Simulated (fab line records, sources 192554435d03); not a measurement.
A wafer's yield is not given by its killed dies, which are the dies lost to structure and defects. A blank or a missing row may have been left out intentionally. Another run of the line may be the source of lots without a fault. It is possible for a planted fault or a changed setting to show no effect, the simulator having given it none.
The tool behind it: which one? || flow n5_finfet || Sampling: 9 lots, 27 wafers, 6 of 1938 route steps

== WHAT THE GAUGES SHOWED, per wafer ==
N5_SDB_THK_MEAS_31.
{"lot": "L464", "measured": "day 5 11:32", "on": "film_metro-01", "SDB_THK (nm)": "63.1 62.9 63.8"}
{"lot": "L465", "measured": "day 5 17:58", "on": "film_metro-02", "SDB_THK (nm)": "63.1 66.4 65.4"}
{"lot": "L466", "measured": "day 6 01:58", "on": "film_metro-02", "SDB_THK (nm)": "63.3 61.2 62.8"}
{"lot": "L467", "measured": "day 6 03:29", "on": "film_metro-02", "SDB_THK (nm)": "63.3 63.6 64.1"}
{"lot": "L468", "measured": "day 6 09:27", "on": "film_metro-01", "SDB_THK (nm)": "64.9 66.4 66.2"}
{"lot": "L471", "measured": "day 7 02:56", "on": "film_metro-02", "SDB_THK (nm)": "63.9 64.3 63.4"}
{"lot": "L475", "measured": "day 8 05:04", "on": "film_metro-02", "SDB_THK (nm)": "63.2 64.3 64.5"}
{"lot": "L478", "measured": "day 9 01:17", "on": "film_metro-01", "SDB_THK (nm)": "65.4 63.4 63.0"}
{"lot": "L481", "measured": "day 9 18:55", "on": "film_metro-02", "SDB_THK (nm)": "64.5 63.3 63.8"}

N5_HKMG_FIN_INSPECT_14: inspects for defects (macro).
{"lot": "L464", "measured": "day 5 16:31", "on": "defect_inspect-01", "raw_defect_count": "5 2 2"}
{"lot": "L465", "measured": "day 5 22:59", "on": "defect_inspect-02", "raw_defect_count": "1 0 0"}
{"lot": "L466", "measured": "day 6 07:07", "on": "defect_inspect-02", "raw_defect_count": "1 0 1"}
{"lot": "L467", "measured": "day 6 08:31", "on": "defect_inspect-02", "raw_defect_count": "1 1 1"}
{"lot": "L468", "measured": "day 6 14:38", "on": "defect_inspect-01", "raw_defect_count": ">300 >300 >300"}
{"lot": "L471", "measured": "day 7 08:22", "on": "defect_inspect-02", "raw_defect_count": ">300 >300 >300"}
{"lot": "L475", "measured": "day 8 09:56", "on": "defect_inspect-01", "raw_defect_count": "0 0 2"}
{"lot": "L478", "measured": "day 9 06:23", "on": "defect_inspect-01", "raw_defect_count": "0 3 1"}
{"lot": "L481", "measured": "day 10 01:36", "on": "defect_inspect-01", "raw_defect_count": "1 3 3"}

N5_BEOL_M4_RC_MEAS_101.
{"lot": "L464", "measured": "day 9 07:55", "on": "prober-01", "DIBL_N (mV/V)": "34.7 39.3 35.2", "DIBL_P (mV/V)": "36.8 41.9 37.8", "IOFF_N (nA/um)": "0.13 0.24 0.14", "IOFF_P (nA/um)": "0.22 0.32 0.23", "ION_N (uA/um)": "668 697 660", "ION_P (uA/um)": "469 476 461", "SS_N (mV/dec)": "71.1 72.0 70.2", "SS_P (mV/dec)": "74.0 74.6 74.2", "VT_N (mV)": "250 244 253", "VT_P (mV)": "-248 -243 -248"}
{"lot": "L465", "measured": "day 9 20:40", "on": "prober-02", "DIBL_N (mV/V)": "30.3 31.6 36.3", "DIBL_P (mV/V)": "32.5 34.5 39.7", "IOFF_N (nA/um)": "0.10 0.12 0.23", "IOFF_P (nA/um)": "0.14 0.16 0.26", "ION_N (uA/um)": "645 651 681", "ION_P (uA/um)": "441 453 464", "SS_N (mV/dec)": "71.2 70.9 73.6", "SS_P (mV/dec)": "71.8 72.6 73.7", "VT_N (mV)": "256 252 244", "VT_P (mV)": "-257 -254 -246"}
{"lot": "L466", "measured": "day 10 00:22", "on": "prober-01", "DIBL_N (mV/V)": "38.4 35.0 36.9", "DIBL_P (mV/V)": "38.0 35.9 38.2", "IOFF_N (nA/um)": "0.19 0.13 0.16", "IOFF_P (nA/um)": "0.23 0.19 0.23", "ION_N (uA/um)": "673 665 664", "ION_P (uA/um)": "462 456 460", "SS_N (mV/dec)": "72.0 71.3 72.0", "SS_P (mV/dec)": "74.1 73.1 74.3", "VT_N (mV)": "252 254 252", "VT_P (mV)": "-251 -253 -250"}
{"lot": "L467", "measured": "day 10 02:14", "on": "prober-01", "DIBL_N (mV/V)": "39.2 35.1 33.3", "DIBL_P (mV/V)": "43.4 35.1 35.7", "IOFF_N (nA/um)": "0.28 0.17 0.13", "IOFF_P (nA/um)": "0.32 0.18 0.17", "ION_N (uA/um)": "689 666 677", "ION_P (uA/um)": "470 456 463", "SS_N (mV/dec)": "72.0 71.2 69.9", "SS_P (mV/dec)": "75.1 73.2 72.6", "VT_N (mV)": "242 249 251", "VT_P (mV)": "-244 -254 -254"}
{"lot": "L468", "measured": "day 10 04:03", "on": "prober-02", "DIBL_N (mV/V)": "39.1 37.2 34.3", "DIBL_P (mV/V)": "38.4 37.8 34.9", "IOFF_N (nA/um)": "0.18 0.15 0.12", "IOFF_P (nA/um)": "0.22 0.21 0.18", "ION_N (uA/um)": "668 665 651", "ION_P (uA/um)": "457 455 456", "SS_N (mV/dec)": "72.7 71.9 70.4", "SS_P (mV/dec)": "74.4 73.5 73.3", "VT_N (mV)": "251 251 254", "VT_P (mV)": "-251 -252 -255"}
{"lot": "L471", "measured": "day 10 23:24", "on": "prober-01", "DIBL_N (mV/V)": "38.9 33.3 36.2", "DIBL_P (mV/V)": "38.3 32.8 35.1", "IOFF_N (nA/um)": "0.19 0.10 0.14", "IOFF_P (nA/um)": "0.23 0.16 0.18", "ION_N (uA/um)": "687 648 654", "ION_P (uA/um)": "462 446 446", "SS_N (mV/dec)": "72.6 70.9 72.4", "SS_P (mV/dec)": "74.1 72.7 73.5", "VT_N (mV)": "248 258 253", "VT_P (mV)": "-250 -253 -251"}
{"lot": "L475", "measured": "day 12 12:56", "on": "prober-02", "DIBL_N (mV/V)": "34.9 37.1 37.5", "DIBL_P (mV/V)": "36.0 38.8 39.1", "IOFF_N (nA/um)": "0.14 0.17 0.19", "IOFF_P (nA/um)": "0.22 0.26 0.27", "ION_N (uA/um)": "666 672 694", "ION_P (uA/um)": "462 469 484", "SS_N (mV/dec)": "70.3 71.8 71.2", "SS_P (mV/dec)": "73.1 73.2 73.4", "VT_N (mV)": "251 248 246", "VT_P (mV)": "-247 -246 -244"}
{"lot": "L478", "measured": "day 13 08:08", "on": "prober-01", "DIBL_N (mV/V)": "37.2 33.4 34.2", "DIBL_P (mV/V)": "38.7 33.9 34.3", "IOFF_N (nA/um)": "0.19 0.13 0.15", "IOFF_P (nA/um)": "0.26 0.19 0.20", "ION_N (uA/um)": "677 662 682", "ION_P (uA/um)": "464 463 472", "SS_N (mV/dec)": "71.9 70.9 71.5", "SS_P (mV/dec)": "73.6 72.9 72.6", "VT_N (mV)": "248 253 246", "VT_P (mV)": "-248 -250 -249"}
{"lot": "L481", "measured": "day 14 13:20", "on": "prober-01", "DIBL_N (mV/V)": "35.6 37.2 35.3", "DIBL_P (mV/V)": "36.6 38.3 36.1", "IOFF_N (nA/um)": "0.14 0.17 0.13", "IOFF_P (nA/um)": "0.17 0.19 0.16", "ION_N (uA/um)": "672 683 650", "ION_P (uA/um)": "454 463 445", "SS_N (mV/dec)": "71.1 71.8 70.9", "SS_P (mV/dec)": "72.9 73.6 73.2", "VT_N (mV)": "252 251 254", "VT_P (mV)": "-256 -254 -258"}

== TOOL THAT RAN EACH LOT (tool first, then ch and the chambers of the sampled wafers, then the start) ==
{"lot": "L464", "N5_HKMG_FIN_ALD_36": "ald_metal-03 ch 1,2, day 5 15:26", "N5_HKMG_FIN_ETCH_31": "rie_diel-05 ch 0,1,3, day 5 17:11", "N5_HKMG_FIN_ALD_71": "ald_metal-04 ch 0,3, day 5 19:11"}
{"lot": "L465", "N5_HKMG_FIN_ALD_36": "ald_metal-03 ch 2,3, day 5 21:46", "N5_HKMG_FIN_ETCH_31": "rie_diel-06 ch 1,3, day 5 23:10", "N5_HKMG_FIN_ALD_71": "ald_metal-03 ch 0,1,3, day 6 01:11"}
{"lot": "L466", "N5_HKMG_FIN_ALD_36": "ald_metal-03 ch 0,1, day 6 05:54", "N5_HKMG_FIN_ETCH_31": "rie_diel-04 ch 0,3, day 6 07:13", "N5_HKMG_FIN_ALD_71": "ald_metal-03 ch 0,3, day 6 09:15"}
{"lot": "L467", "N5_HKMG_FIN_ALD_36": "ald_metal-01 ch 0,3, day 6 07:19", "N5_HKMG_FIN_ETCH_31": "rie_diel-05 ch 1,2, day 6 08:38", "N5_HKMG_FIN_ALD_71": "ald_metal-04 ch 1,2, day 6 10:39"}
{"lot": "L468", "N5_HKMG_FIN_ALD_36": "ald_metal-03 ch 0,2,3, day 6 13:25", "N5_HKMG_FIN_ETCH_31": "rie_diel-06 ch 2,3, day 6 14:42", "N5_HKMG_FIN_ALD_71": "ald_metal-03 ch 0,1,2, day 6 16:43"}
{"lot": "L471", "N5_HKMG_FIN_ALD_36": "ald_metal-03 ch 0,2,3, day 7 07:09", "N5_HKMG_FIN_ETCH_31": "rie_diel-05 ch 0,2, day 7 08:26", "N5_HKMG_FIN_ALD_71": "ald_metal-01 ch 1,2,3, day 7 10:50"}
{"lot": "L475", "N5_HKMG_FIN_ALD_36": "ald_metal-01 ch 0,3, day 8 08:44", "N5_HKMG_FIN_ETCH_31": "rie_diel-05 ch 0,1,2, day 8 10:47", "N5_HKMG_FIN_ALD_71": "ald_metal-01 ch 1,2, day 8 12:49"}
{"lot": "L478", "N5_HKMG_FIN_ALD_36": "ald_metal-04 ch 0,2,3, day 9 05:10", "N5_HKMG_FIN_ETCH_31": "rie_diel-06 ch 1,3, day 9 06:26", "N5_HKMG_FIN_ALD_71": "ald_metal-01 ch 0,2,3, day 9 08:34"}
{"lot": "L481", "N5_HKMG_FIN_ALD_36": "ald_metal-04 ch 0,1, day 10 00:23", "N5_HKMG_FIN_ETCH_31": "rie_diel-04 ch 1,2, day 10 01:53", "N5_HKMG_FIN_ALD_71": "ald_metal-01 ch 0,1,3, day 10 03:55"}
- N5_HKMG_FIN_ALD_36: deposits TiN, target thk 1 nm, pulse time 1 s, purge time 3 s.
- N5_HKMG_FIN_ETCH_31: etches SiARC in CF4, target depth 45.5 nm, time 75.8 s.
- N5_HKMG_FIN_ALD_71: deposits TiN, target thk 1 nm, pulse time 1 s, purge time 3 s.

== AS READ BY THE TOOLS THEMSELVES (means over the sampled wafers that have a number; for cases with no such wafer, the mark the record gives instead) ==
N5_HKMG_FIN_ALD_36.
{"lot": "L464", "tool": "ald_metal-03", "heater_power_w (W)": 964, "precursor_pulse_height_rel": 0.999}
{"lot": "L465", "tool": "ald_metal-03", "heater_power_w (W)": 937, "precursor_pulse_height_rel": 1.023}
{"lot": "L466", "tool": "ald_metal-03", "heater_power_w (W)": 827, "precursor_pulse_height_rel": 0.996}
{"lot": "L467", "tool": "ald_metal-01", "heater_power_w (W)": 860, "precursor_pulse_height_rel": 1.001}
{"lot": "L468", "tool": "ald_metal-03", "heater_power_w (W)": 886, "precursor_pulse_height_rel": 0.996}
{"lot": "L471", "tool": "ald_metal-03", "heater_power_w (W)": 892, "precursor_pulse_height_rel": 0.993}
{"lot": "L475", "tool": "ald_metal-01", "heater_power_w (W)": 876, "precursor_pulse_height_rel": 1.009}
{"lot": "L478", "tool": "ald_metal-04", "heater_power_w (W)": 969, "precursor_pulse_height_rel": 1.000}
{"lot": "L481", "tool": "ald_metal-04", "heater_power_w (W)": 901, "precursor_pulse_height_rel": 0.994}

N5_HKMG_FIN_ETCH_31.
{"lot": "L464", "tool": "rie_diel-05", "drypump_motor_current_A (A)": 5.8, "etch_rf_on_time_s (s)": 74.6, "oes_product_au (a.u.)": 0.66, "rf_vpp_V (V)": 183.4, "showerhead_plenum_p_Torr (Torr)": 2.09, "throttle_valve_pct (%)": 15.65}
{"lot": "L465", "tool": "rie_diel-06", "drypump_motor_current_A (A)": 6.3, "etch_rf_on_time_s (s)": 70.1, "oes_product_au (a.u.)": 0.74, "rf_vpp_V (V)": 183.1, "showerhead_plenum_p_Torr (Torr)": 2.08, "throttle_valve_pct (%)": 15.52}
{"lot": "L466", "tool": "rie_diel-04", "drypump_motor_current_A (A)": 5.5, "etch_rf_on_time_s (s)": 74.7, "oes_product_au (a.u.)": 0.73, "rf_vpp_V (V)": 184.0, "showerhead_plenum_p_Torr (Torr)": 2.08, "throttle_valve_pct (%)": 15.26}
{"lot": "L467", "tool": "rie_diel-05", "drypump_motor_current_A (A)": 5.8, "etch_rf_on_time_s (s)": 75.1, "oes_product_au (a.u.)": 0.72, "rf_vpp_V (V)": 183.6, "showerhead_plenum_p_Torr (Torr)": 2.15, "throttle_valve_pct (%)": 15.32}
{"lot": "L468", "tool": "rie_diel-06", "drypump_motor_current_A (A)": 5.8, "etch_rf_on_time_s (s)": 74.8, "oes_product_au (a.u.)": 0.67, "rf_vpp_V (V)": 183.1, "showerhead_plenum_p_Torr (Torr)": 2.04, "throttle_valve_pct (%)": 15.53}
{"lot": "L471", "tool": "rie_diel-05", "drypump_motor_current_A (A)": 5.6, "etch_rf_on_time_s (s)": 77.1, "oes_product_au (a.u.)": 0.59, "rf_vpp_V (V)": 182.8, "showerhead_plenum_p_Torr (Torr)": 2.10, "throttle_valve_pct (%)": 15.77}
{"lot": "L475", "tool": "rie_diel-05", "drypump_motor_current_A (A)": 5.6, "etch_rf_on_time_s (s)": 76.0, "oes_product_au (a.u.)": 0.64, "rf_vpp_V (V)": 183.9, "showerhead_plenum_p_Torr (Torr)": 2.12, "throttle_valve_pct (%)": 15.57}
{"lot": "L478", "tool": "rie_diel-06", "drypump_motor_current_A (A)": 6.3, "etch_rf_on_time_s (s)": 71.6, "oes_product_au (a.u.)": 0.70, "rf_vpp_V (V)": 182.8, "showerhead_plenum_p_Torr (Torr)": 2.07, "throttle_valve_pct (%)": 15.56}
{"lot": "L481", "tool": "rie_diel-04", "drypump_motor_current_A (A)": 5.6, "etch_rf_on_time_s (s)": 78.2, "oes_product_au (a.u.)": 0.60, "rf_vpp_V (V)": 184.7, "showerhead_plenum_p_Torr (Torr)": 2.15, "throttle_valve_pct (%)": 15.63}

N5_HKMG_FIN_ALD_71.
{"lot": "L464", "tool": "ald_metal-04", "heater_power_w (W)": 900, "precursor_pulse_height_rel": 0.977}
{"lot": "L465", "tool": "ald_metal-03", "heater_power_w (W)": 926, "precursor_pulse_height_rel": 0.994}
{"lot": "L466", "tool": "ald_metal-03", "heater_power_w (W)": 827, "precursor_pulse_height_rel": 0.993}
{"lot": "L467", "tool": "ald_metal-04", "heater_power_w (W)": 997, "precursor_pulse_height_rel": 0.994}
{"lot": "L468", "tool": "ald_metal-03", "heater_power_w (W)": 904, "precursor_pulse_height_rel": 0.982}
{"lot": "L471", "tool": "ald_metal-01", "heater_power_w (W)": 956, "precursor_pulse_height_rel": 1.004}
{"lot": "L475", "tool": "ald_metal-01", "heater_power_w (W)": 938, "precursor_pulse_height_rel": 0.998}
{"lot": "L478", "tool": "ald_metal-01", "heater_power_w (W)": 944, "precursor_pulse_height_rel": 1.006}
{"lot": "L481", "tool": "ald_metal-01", "heater_power_w (W)": 850, "precursor_pulse_height_rel": 1.014}

== THE ANSWER, worked out from the rows above alone ==
Rule: usual is defined by the lots themselves. Put in order of their means at a reading, lots are off if they are a third of the lots or fewer, leave a main group of 4 or more, and stand apart from it by a gap of 3 or more times the standard deviation of the main group's means; of several such gaps the widest counts. If all means in a main group match to the digits the tables above print for the reading, that group is not used. Also off: a lot with no number at a reading for which 4 or more lots have one. The other lots that the step has rows for count as sound. Order of review: gauges by route order, followed by the tools' own readings, for which a lot's mean as printed above is used. At the first step where some lot is off, the reading lying furthest off is the one used; lots without a number count as furthest.
Off: L468, L471, at N5_HKMG_FIN_INSPECT_14 (raw_defect_count). Without a number there: L468, L471. The main group: mean 1.3, standard deviation 0.91.
A tool fits if, at a process step before that reading, it ran every lot that is off, and no sound lot after the first of them. The gauges at N5_HKMG_FIN_INSPECT_14 are tried like those tools. One fits: ald_metal-03 at N5_HKMG_FIN_ALD_36. Its last sound lot is L466 (day 6 05:54), its first lot that is off L468 (day 6 13:25): a fault that began between those two fits.

== WHAT THE SIMULATOR HAD INSERTED ==
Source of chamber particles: ald_metal-03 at N5_HKMG_FIN_ALD_36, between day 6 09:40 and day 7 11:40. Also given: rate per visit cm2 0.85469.
Struck lots among those shown: L468, L471. The rule above found the same.
